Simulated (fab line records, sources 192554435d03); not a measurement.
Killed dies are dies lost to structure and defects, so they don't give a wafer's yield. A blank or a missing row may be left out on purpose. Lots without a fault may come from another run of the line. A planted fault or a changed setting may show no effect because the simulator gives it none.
Split-lot experiment | flow n5_finfet | 7 lots, 21 wafers read, on a route of 1938 steps

THE SPLIT
At N5_BEOL_M5_ILD_DEP_00 (deposits SiCOH lowk from DEMS/porogen, target thk 140.64 nm, time 25.9 s), the setting temp_c was moved away from the recipe's 300 C on 8 of the 21 wafers read, by -1.3% to +1.7%. The other wafers ran this setting at the recipe's value.

FROM THE SPLIT TO THE READING: what the file shows between them, 1 step
- N5_BEOL_M5_CURE_79: cures SiCOH lowk, time 240 s

THE READING
M5_ILD_THK, in nm, at N5_BEOL_M5_THK_MEAS_01. Fault-free wafers of this fab line usually give 121.1 nm, standard deviation 1.5 nm.

wafer  | tool, chamber at the split | temp_c as run, C | against the recipe | M5_ILD_THK, nm | against lot-mates on the recipe
L078.1 | pecvd-03, 0                | 300              | recipe             | 119.7          | -
L078.4 | pecvd-03, 2,0              | 300              | recipe             | 120.4          | -
L078.5 | pecvd-03, 2,0              | 300              | recipe             | 120.3          | -
L081.4 | pecvd-03, 1                | 303.1            | +1.0%              | 120.4          | -1.8
L081.5 | pecvd-03, 0                | 300              | recipe             | 122.2          | -
L081.6 | pecvd-03, 2                | 303.1            | +1.0%              | 118.7          | -3.5
L082.1 | pecvd-03, 1                | 300              | recipe             | 119.6          | -
L082.2 | pecvd-03, 0                | 300              | recipe             | 119.9          | -
L082.6 | pecvd-03, 0                | 300              | recipe             | 121.9          | -
L085.2 | pecvd-02, 0                | 300              | recipe             | 123.2          | -
L085.5 | pecvd-02, 1                | 297.4            | -0.9%              | 126.7          | +3.5
L085.6 | pecvd-02, 2                | 297.4            | -0.9%              | 126.3          | +3.1
L090.1 | pecvd-03, 2                | 305              | +1.7%              | 115.7          | -7.0
L090.3 | pecvd-03, 0                | 305              | +1.7%              | 117.0          | -5.7
L090.5 | pecvd-03, 1                | 300              | recipe             | 122.7          | -
L091.3 | pecvd-01, 0                | 300              | recipe             | 118.4          | -
L091.4 | pecvd-01, 2                | 296.1            | -1.3%              | 126.0          | +6.9
L091.6 | pecvd-01, 1                | 300              | recipe             | 119.7          | -
L094.1 | pecvd-03, 0,2              | 300              | recipe             | 117.9          | -
L094.2 | pecvd-03, 0,2              | 300              | recipe             | 117.7          | -
L094.4 | pecvd-03, 2                | 296.7            | -1.1%              | 122.4          | +4.6
Where a row lists several chambers, the file gives one row for several wafers and doesn't say which wafer went through which chamber.

THE FIT
A straight line over all 21 wafers: M5_ILD_THK changes by -2.98 nm for each +1% of temp_c; r = -0.77; the points scatter about the line by 2 nm.
The same after taking each lot's own level away (the mean of its wafers on the recipe; 21 wafers): -3.87 nm for each +1%; r = -0.97; scatter 0.82 nm.
On that fit, the largest move of temp_c shifts the reading by 6.4 nm.
The lots' own levels span 117.80 to 123.20 nm, that is 3.6 times the standard deviation above.
So the lot-to-lot level blurs the effect unless lot-mates are compared.
Check: with one of the wafers moved furthest among these (+1.7%) left out of the fit, the line predicts -5.92 nm for it against its lot-mates. It came out at -7 nm against them.

OTHER SPLITS ON THESE WAFERS
These wafers also went through other splits before the reading. Each is held against what the fit with the lots' levels taken away leaves over:
other split on the same wafers | wafers away from the commonest value | r with M5_ILD_THK (lot level and that fit taken away)
N5_BEOL_M4_COAT_67 spin_rpm    | 6                                    | +0.13

THE WHOLE CHAIN: every reading that the file lists as answering this split, in the file's order
step                   | what it does                                                             | reading                                                                                  | change (the file's fit)              | r (the file's)
N5_BEOL_M5_ILD_DEP_00  | deposits SiCOH lowk from DEMS/porogen, target thk 140.64 nm, time 25.9 s | SiCOH_lowk_of_BEOL_M5_ILD_DEP_00.thk_nm (the simulator's own value, which no gauge read) | -4.69 nm for each +1% of the setting | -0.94
N5_BEOL_M5_CURE_79     | cures SiCOH lowk, time 240 s                                             | SiCOH_lowk_of_BEOL_M5_ILD_DEP_00.thk_nm (the simulator's own value, which no gauge read) | -4.08 nm for each +1% of the setting | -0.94
N5_BEOL_M5_THK_MEAS_01 |                                                                          | M5_ILD_THK                                                                               | -4.06 for each +1% of the setting    | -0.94

THE FILE'S OWN FIT
M5_ILD_THK changes by -4.06 nm for each +1% of temp_c, r = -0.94.
